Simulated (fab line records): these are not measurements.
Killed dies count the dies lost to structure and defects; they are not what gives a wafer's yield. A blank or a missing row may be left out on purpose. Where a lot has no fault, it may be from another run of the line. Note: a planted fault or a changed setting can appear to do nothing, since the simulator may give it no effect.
Split-lot trial | flow n5Finfet | 39 wafers read from 7 lots, route of 1938 steps

SPLIT DETAILS
At N5_BEOL_M6_TRENCH_ETCH_37 (etches SiCOH lowk in C4F6/O2, target depth 94.435 nm, time 31.5 s), the setting timeS was moved away from the recipe's 31.5 s on 9 of the 39 wafers read, by -40.1% to +37.4%. For the rest of the wafers, this setting stayed at what the recipe calls for.

FROM THE SPLIT TO THE READING: what the file shows between them, 11 steps
- N5_BEOL_M6_ETCH_41: etches SiCN in CH3F/O2, target depth 29.7 nm, time 52 s
- N5_BEOL_M6_STRIP_80: strips in N2/H2, time 10 s
- N5_BEOL_M6_OCD_MEAS_38
- N5_BEOL_M6_HM_STRIP_39: strips TiN in peroxide tin strip, target depth 25 nm, time 158 s
- N5_BEOL_M6_SRD_40: time 30 s
- N5_BEOL_M6_ECD_50: material Cu, target thk 300 nm
- N5_BEOL_M6_ANNEAL_51: time 90 s
- N5_BEOL_M6_CMP_52: polishes, stops on SiCOH lowk, t overpolish 6.9 s, target thk 80 nm
- N5_BEOL_M6_THK_MEAS_53: measures by xrf
- N5_BEOL_M6_PRE_CLEAN_55: time 15 s
- N5_BEOL_M6_DEP_56: deposits SiCN from 3MS/NH3, target thk 10 nm, time 17.5 s

THE READING
At N5_BEOL_M6_RS_MEAS_57, a four-point-probe measurement gives M6_RS in ohm/sq. A value of 0.285 ohm/sq with a standard deviation of 0.0073 ohm/sq is what fault-free wafers of this fab line usually give.

wafer  | tool, chamber at the split | timeS as run, s | against the recipe | M6_RS, ohm/sq | against lot-mates on the recipe
L074.2 | rieDiel-02, 1              | 31.5            | recipe             | 0.290         | -
L074.3 | rieDiel-02, 0              | 31.5            | recipe             | 0.279         | -
L074.6 | rieDiel-02, 1              | 31.5            | recipe             | 0.289         | -
L075.1 | rieDiel-02, 1              | 18.86           | -40.1%             | 0.645         | +0.358
L075.2 | rieDiel-02, 3              | 31.5            | recipe             | 0.276         | -
L075.3 | rieDiel-02, 0              | 18.86           | -40.1%             | 0.639         | +0.352
L075.4 | rieDiel-02, 1              | 31.5            | recipe             | 0.298         | -
L075.5 | rieDiel-02, 0              | 18.86           | -40.1%             | 0.620         | +0.333
L075.6 | rieDiel-02, 3              | 31.5            | recipe             | 0.286         | -
L080.1 | rieDiel-03, 3              | 31.5            | recipe             | 0.277         | -
L080.2 | rieDiel-03, 0              | 31.5            | recipe             | 0.292         | -
L080.3 | rieDiel-03, 1              | 31.5            | recipe             | 0.290         | -
L080.4 | rieDiel-03, 0              | 31.5            | recipe             | 0.289         | -
L080.5 | rieDiel-03, 3              | 31.5            | recipe             | 0.275         | -
L080.6 | rieDiel-03, 1              | 31.5            | recipe             | 0.289         | -
L079.1 | rieDiel-05, 3              | 20.33           | -35.5%             | 0.529         | +0.243
L079.2 | rieDiel-05, 2              | 20.33           | -35.5%             | 0.557         | +0.271
L079.3 | rieDiel-05, 0              | 20.33           | -35.5%             | 0.560         | +0.274
L079.4 | rieDiel-05, 1              | 31.5            | recipe             | 0.290         | -
L079.5 | rieDiel-05, 1              | 31.5            | recipe             | 0.288         | -
L079.6 | rieDiel-05, 2              | 31.5            | recipe             | 0.279         | -
L087.1 | rieDiel-05, 3              | 31.5            | recipe             | 0.290         | -
L087.2 | rieDiel-05, 2              | 31.5            | recipe             | 0.302         | -
L087.3 | rieDiel-05, 1              | 43.27           | +37.4%             | 0.191         | -0.103
L087.4 | rieDiel-05, 2              | 43.27           | +37.4%             | 0.192         | -0.102
L087.5 | rieDiel-05, 1              | 43.27           | +37.4%             | 0.192         | -0.102
L087.6 | rieDiel-05, 3              | 31.5            | recipe             | 0.289         | -
L089.1 | rieDiel-03, 0              | 31.5            | recipe             | 0.278         | -
L089.2 | rieDiel-03, 1              | 31.5            | recipe             | 0.297         | -
L089.3 | rieDiel-03, 2              | 31.5            | recipe             | 0.279         | -
L089.4 | rieDiel-03, 2              | 31.5            | recipe             | 0.279         | -
L089.5 | rieDiel-03, 0              | 31.5            | recipe             | 0.281         | -
L089.6 | rieDiel-03, 1              | 31.5            | recipe             | 0.289         | -
L090.1 | rieDiel-02, 0              | 31.5            | recipe             | 0.285         | -
L090.2 | rieDiel-02, 3              | 31.5            | recipe             | 0.288         | -
L090.3 | rieDiel-02, 2              | 31.5            | recipe             | 0.294         | -
L090.4 | rieDiel-02, 1              | 31.5            | recipe             | 0.298         | -
L090.5 | rieDiel-02, 2              | 31.5            | recipe             | 0.290         | -
L090.6 | rieDiel-02, 1              | 31.5            | recipe             | 0.303         | -

THE FIT
A straight line over all 39 wafers: M6_RS changes by -0.00609 ohm/sq for each +1% of timeS; r = -0.93; the points scatter about the line by 0.045 ohm/sq.
The same after taking each lot's own level away (the mean of its wafers on the recipe; 39 wafers): -0.00617 ohm/sq for each +1%; r = -0.93; scatter 0.044 ohm/sq.
That fit puts the effect of the largest move of timeS on the reading at 0.25 ohm/sq.
The lots' own levels span 0.2838 to 0.2937 ohm/sq, that is 1.3 times the standard deviation above.
Hence the lot-to-lot level has little effect on the slope; both slopes agree.
Check: for one of the wafers moved furthest among these (-40.1%), held out of the fit, the line's prediction against its lot-mates is +0.254 ohm/sq. Against them it came out at +0.358 ohm/sq.

THE WHOLE CHAIN: every reading that the file lists as answering this split, in the file's order
step                      | what it does                                                        | reading                                                                         | change (the file's fit)                | r (the file's)
N5_BEOL_M6_TRENCH_ETCH_37 | etches SiCOH lowk in C4F6/O2, target depth 94.435 nm, time 31.5 s   | BEOL_M6.featureDepthNm (the simulator's own value, which no gauge read)         | +0.924 nm for each +1% of the setting  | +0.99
N5_BEOL_M6_TRENCH_ETCH_37 | etches SiCOH lowk in C4F6/O2, target depth 94.435 nm, time 31.5 s   | etch.depthNm (the simulator's own value, which no gauge read)                   | +0.924 nm for each +1% of the setting  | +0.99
N5_BEOL_M6_TRENCH_ETCH_37 | etches SiCOH lowk in C4F6/O2, target depth 94.435 nm, time 31.5 s   | TiN_of_BEOL_M6_HM_DEP_02.thkNm (the simulator's own value, which no gauge read) | -0.0277 nm for each +1% of the setting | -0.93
N5_BEOL_M6_OCD_MEAS_38    |                                                                     | trenchDepthNm                                                                   | +0.926 nm for each +1% of the setting  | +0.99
N5_BEOL_M6_CMP_52         | polishes, stops on SiCOH lowk, t overpolish 6.9 s, target thk 80 nm | Cu_of_BEOL_M6_ECD_50.thkNm (the simulator's own value, which no gauge read)     | +0.939 nm for each +1% of the setting  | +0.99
N5_BEOL_M6_THK_MEAS_53    | measures by xrf                                                     | M6_THK                                                                          | +0.932 for each +1% of the setting     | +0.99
N5_BEOL_M6_RS_MEAS_57     | measures by four-point-probe                                        | M6_RS                                                                           | -0.00635 for each +1% of the setting   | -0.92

THE FILE'S OWN FIT
M6_RS changes by -0.00635 ohm/sq for each +1% of timeS, r = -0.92.
